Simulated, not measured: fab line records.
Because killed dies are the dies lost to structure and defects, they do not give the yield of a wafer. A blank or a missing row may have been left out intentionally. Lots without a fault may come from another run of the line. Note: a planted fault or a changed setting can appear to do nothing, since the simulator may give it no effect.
Which of the tools did it? | flow nand-harc | 23 lots, 69 wafers sampled, at 2 steps of a route of 1159

WHAT THE GAUGES SHOWED, per wafer
NHARC_P_M1_OVL_MEAS_10: pitch 260 nm.
lot  | measured     | on         | overlay-x-nm (nm) | overlay-y-nm (nm)
L074 | day 6 03:16  | overlay-01 | -0.1 -0.5 -0.6    | 0.3 -0.1 0.3
L075 | day 6 12:28  | overlay-01 | 0.2 0.8 -0.4      | 0.6 0.7 0.6
L076 | day 6 12:48  | overlay-01 | 0.8 1.6 1.5       | 1.3 1.7 1.7
L077 | day 6 22:05  | overlay-02 | 0.0 0.1 -0.2      | 0.9 1.5 1.3
L078 | day 6 23:41  | overlay-02 | -0.8 -0.5 0.5     | 1.0 1.5 1.2
L081 | day 7 14:58  | overlay-02 | 1.2 1.1 1.4       | 0.1 0.4 1.0
L080 | day 7 15:59  | overlay-02 | -0.1 -0.4 -0.7    | 0.2 0.3 0.2
L079 | day 7 16:41  | overlay-02 | 1.1 1.4 0.6       | -0.1 -0.1 0.1
L082 | day 7 23:11  | overlay-01 | 0.0 0.6 0.2       | 0.5 0.8 0.9
L083 | day 8 02:40  | overlay-01 | 0.0 -0.3 -0.2     | -1.3 -0.8 -1.2
L084 | day 8 07:31  | overlay-02 | -0.8 -0.3 -0.9    | 1.3 0.9 1.2
L087 | day 9 04:26  | overlay-02 | -1.4 -1.4 -1.1    | 0.2 -0.5 -0.1
L086 | day 9 05:20  | overlay-02 | 1.7 2.2 2.5       | 0.9 0.7 1.3
L085 | day 10 01:10 | overlay-01 | -0.1 0.1 -0.4     | 0.3 0.0 0.0
L088 | day 10 02:50 | overlay-01 | 0.6 0.3 0.5       | -0.7 -0.3 0.1
L090 | day 10 09:20 | overlay-02 | 1.1 1.6 0.9       | -0.6 -0.6 0.0
L091 | day 10 10:55 | overlay-02 | -0.3 -0.4 -0.2    | -1.1 -0.3 0.1
L094 | day 10 18:50 | overlay-01 | -1.3 -0.5 -1.5    | 0.0 -0.2 0.1
L093 | day 10 20:51 | overlay-02 | -0.3 -0.8 -0.8    | 1.7 0.6 1.0
L092 | day 10 21:04 | overlay-01 | -1.1 -1.2 -1.1    | -1.1 -0.8 -1.1
L095 | day 11 09:55 | overlay-02 | -0.2 -0.2 -0.3    | -0.6 -0.6 -0.8
L096 | day 11 10:44 | overlay-02 | -0.1 -0.4 0.2     | -0.3 -0.1 -0.7
L097 | day 11 19:07 | overlay-02 | 1.2 1.0 0.7       | 0.1 -0.5 -0.2

TOOL THAT RAN EACH LOT (tool first, then ch and the chambers of the sampled wafers, then the start)
lot  | NHARC_P_M0_ETCH_34
L074 | rie-diel-01 ch 0,2, day 5 23:23
L075 | rie-diel-05 ch 0,3, day 6 08:34
L076 | rie-diel-01 ch 1,2,3, day 6 09:04
L077 | rie-diel-05 ch 2,3, day 6 18:07
L078 | rie-diel-05 ch 1,3, day 6 19:54
L081 | rie-diel-05 ch 1,2, day 7 11:02
L080 | rie-diel-08 ch 1,3, day 7 11:52
L079 | rie-diel-05 ch 0,1,2, day 7 12:34
L082 | rie-diel-05 ch 0,1,2, day 7 18:49
L083 | rie-diel-01 ch 1,2, day 7 22:35
L084 | rie-diel-01 ch 0,2, day 8 03:47
L087 | rie-diel-05 ch 2,3, day 9 00:19
L086 | rie-diel-05 ch 0,2,3, day 9 01:32
L085 | rie-diel-01 ch 0,1, day 9 21:19
L088 | rie-diel-05 ch 0,1,3, day 9 23:01
L090 | rie-diel-01 ch 1,3, day 10 05:25
L091 | rie-diel-08 ch 0,1, day 10 06:54
L094 | rie-diel-01 ch 0,1,2, day 10 14:55
L093 | rie-diel-08 ch 2,3, day 10 16:56
L092 | rie-diel-05 ch 2,3, day 10 17:04
L095 | rie-diel-01 ch 0,2,3, day 11 06:02
L096 | rie-diel-01 ch 0,1, day 11 06:40
L097 | rie-diel-01 ch 0,2,3, day 11 15:07
- NHARC_P_M0_ETCH_34: etches the open film in N2/H2, target depth 40 nm, overetch 12 nm, time 43.94 s.

AS READ BY THE TOOLS THEMSELVES (means over the sampled wafers that have a number; for cases with no such wafer, the mark the record gives instead)
NHARC_P_M0_ETCH_34.
lot  | tool        | drypump-motor-current-A (A) | mfc-ar-sccm (sccm) | oes-product-au (a.u.) | rf-fwd-power-W (W) | rf-vpp-V (V) | showerhead-plenum-p-Torr (Torr) | throttle-valve-pct (%)
L074 | rie-diel-01 | 5.7                         | 0.020              | 1.005                 | 397.2              | 432.2        | 2.11                            | 14.175
L075 | rie-diel-05 | 5.8                         | 0.027              | 0.991                 | 395.2              | 433.7        | 2.15                            | 14.179
L076 | rie-diel-01 | 5.6                         | 0.021              | 0.990                 | 394.3              | 433.7        | 2.15                            | 14.167
L077 | rie-diel-05 | 6.0                         | 0.010              | 1.006                 | 395.3              | 430.8        | 2.05                            | 14.174
L078 | rie-diel-05 | 5.6                         | 0.025              | 0.990                 | 395.2              | 432.4        | 2.07                            | 14.169
L081 | rie-diel-05 | 5.7                         | 0.011              | 1.010                 | 394.8              | 427.9        | 1.95                            | 14.168
L080 | rie-diel-08 | 5.7                         | 0.000              | 0.991                 | 394.5              | 431.6        | 2.09                            | 14.171
L079 | rie-diel-05 | 5.9                         | 0.012              | 1.006                 | 395.3              | 429.9        | 2.03                            | 14.172
L082 | rie-diel-05 | 6.0                         | 0.012              | 1.006                 | 395.1              | 430.8        | 2.03                            | 14.163
L083 | rie-diel-01 | 5.9                         | 0.018              | 0.981                 | 393.9              | 432.9        | 2.15                            | 14.165
L084 | rie-diel-01 | 5.7                         | 0.020              | 0.994                 | 397.7              | 431.8        | 2.11                            | 14.171
L087 | rie-diel-05 | 5.8                         | 0.020              | 0.985                 | 395.9              | 432.3        | 2.09                            | 14.162
L086 | rie-diel-05 | 6.0                         | 0.017              | 0.995                 | 395.6              | 432.3        | 2.11                            | 14.170
L085 | rie-diel-01 | 5.7                         | 0.020              | 0.997                 | 395.9              | 433.2        | 2.11                            | 14.173
L088 | rie-diel-05 | 5.8                         | 0.022              | 0.997                 | 396.9              | 432.2        | 2.08                            | 14.171
L090 | rie-diel-01 | 5.3                         | 0.024              | 0.991                 | 396.1              | 433.7        | 2.15                            | 14.169
L091 | rie-diel-08 | 5.5                         | 0.000              | 1.000                 | 393.7              | 432.2        | 2.09                            | 14.172
L094 | rie-diel-01 | 5.7                         | 0.019              | 0.994                 | 393.9              | 433.2        | 2.13                            | 14.164
L093 | rie-diel-08 | 5.8                         | 0.000              | 1.001                 | 395.0              | 433.1        | 2.10                            | 14.166
L092 | rie-diel-05 | 5.8                         | 0.020              | 0.992                 | 397.1              | 431.5        | 2.09                            | 14.175
L095 | rie-diel-01 | 5.5                         | 0.022              | 0.991                 | 396.8              | 433.3        | 2.13                            | 14.168
L096 | rie-diel-01 | 5.7                         | 0.020              | 0.994                 | 395.9              | 433.1        | 2.11                            | 14.159
L097 | rie-diel-01 | 5.5                         | 0.022              | 0.993                 | 396.8              | 432.8        | 2.12                            | 14.179

THE ANSWER, worked out from the rows above alone
Rule: the usual values come from the lots themselves. Put in order of their means at a reading, lots are off if they are a third of the lots or fewer, leave a main group of 4 or more, and stand apart from it by a gap of 3 or more times the standard deviation of the main group's means; of several such gaps the widest counts. A main group whose means are all the same, to the digits that the tables above print for the reading, isn't used. Also off: a lot with no number at a reading for which 4 or more lots have one. Any other lot the step has rows for is counted as sound. The gauges are gone through in route order, then the tools' own readings, and for those a lot's mean is taken as printed above. At the first step where some lot is off, the reading lying furthest off is the one used; lots without a number count as furthest.
Nothing can be told from this: no lot is off at any reading shown.

WHAT HAD BEEN PUT IN BY THE SIMULATOR
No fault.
